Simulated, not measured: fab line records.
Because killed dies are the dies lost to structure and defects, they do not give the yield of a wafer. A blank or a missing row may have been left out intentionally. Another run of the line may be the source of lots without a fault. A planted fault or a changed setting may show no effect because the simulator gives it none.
Matching of chambers / flow n5 finfet / N5_BEOL_M10_DESCUM_33 on rie diel-04 has 4 sister chambers
The step chemistry O2, time 7.9 s. 8 wafers are shown with their chamber, then 7 later ones without.

WAFERS WITH THEIR CHAMBER
wafer=L884.2; chamber=1; showerhead plenum p Torr (Torr)=2.16; throttle valve pct (%)=20.29
wafer=L886.3; chamber=1; showerhead plenum p Torr (Torr)=2.16; throttle valve pct (%)=20.29
wafer=L886.5; chamber=3; showerhead plenum p Torr (Torr)=2.01; throttle valve pct (%)=20.19
wafer=L889.4; chamber=3; showerhead plenum p Torr (Torr)=2.00; throttle valve pct (%)=20.19
wafer=L889.5; chamber=2; showerhead plenum p Torr (Torr)=2.03; throttle valve pct (%)=20.59
wafer=L889.6; chamber=0; showerhead plenum p Torr (Torr)=2.17; throttle valve pct (%)=20.32
wafer=L890.3; chamber=0; showerhead plenum p Torr (Torr)=2.17; throttle valve pct (%)=20.31
wafer=L890.4; chamber=2; showerhead plenum p Torr (Torr)=2.03; throttle valve pct (%)=20.61

WAFERS WHOSE CHAMBER IS MISSING
wafer=L890.5; showerhead plenum p Torr (Torr)=2.03; throttle valve pct (%)=20.61
wafer=L897.1; showerhead plenum p Torr (Torr)=2.03; throttle valve pct (%)=20.24
wafer=L897.4; showerhead plenum p Torr (Torr)=2.03; throttle valve pct (%)=20.22
wafer=L897.5; showerhead plenum p Torr (Torr)=2.15; throttle valve pct (%)=20.03
wafer=L899.3; showerhead plenum p Torr (Torr)=2.03; throttle valve pct (%)=20.26
wafer=L899.5; showerhead plenum p Torr (Torr)=2.16; throttle valve pct (%)=20.04
wafer=L899.6; showerhead plenum p Torr (Torr)=2.15; throttle valve pct (%)=20.03

THE CHAMBER EACH PASSED THROUGH
wafer=L890.5; from the rows above=2; in truth=2
wafer=L897.1; from the rows above=3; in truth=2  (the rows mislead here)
wafer=L897.4; from the rows above=3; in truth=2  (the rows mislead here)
wafer=L897.5; from the rows above=1; in truth=1
wafer=L899.3; from the rows above=3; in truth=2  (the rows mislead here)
wafer=L899.5; from the rows above=1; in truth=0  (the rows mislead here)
wafer=L899.6; from the rows above=1; in truth=1
Correctly placed: 3 of 7. From these rows, 0 cannot be placed. Wrongly placed: 4.
How it was worked out, from the rows above alone: a wafer's distance from a chamber is the root of the sum, over the readings, of the square of ((its reading less the chamber's mean) divided by the reading's scatter). The wafer belongs to the nearest chamber; if the next one is less than 2 further off, it can't be placed. For every chamber, the mean is computed from those of its wafers that are shown. How the scatter is found: for the shown wafers, subtract from each reading the mean of its chamber, square and add these, divide the total by (wafers less chambers), then take the root.
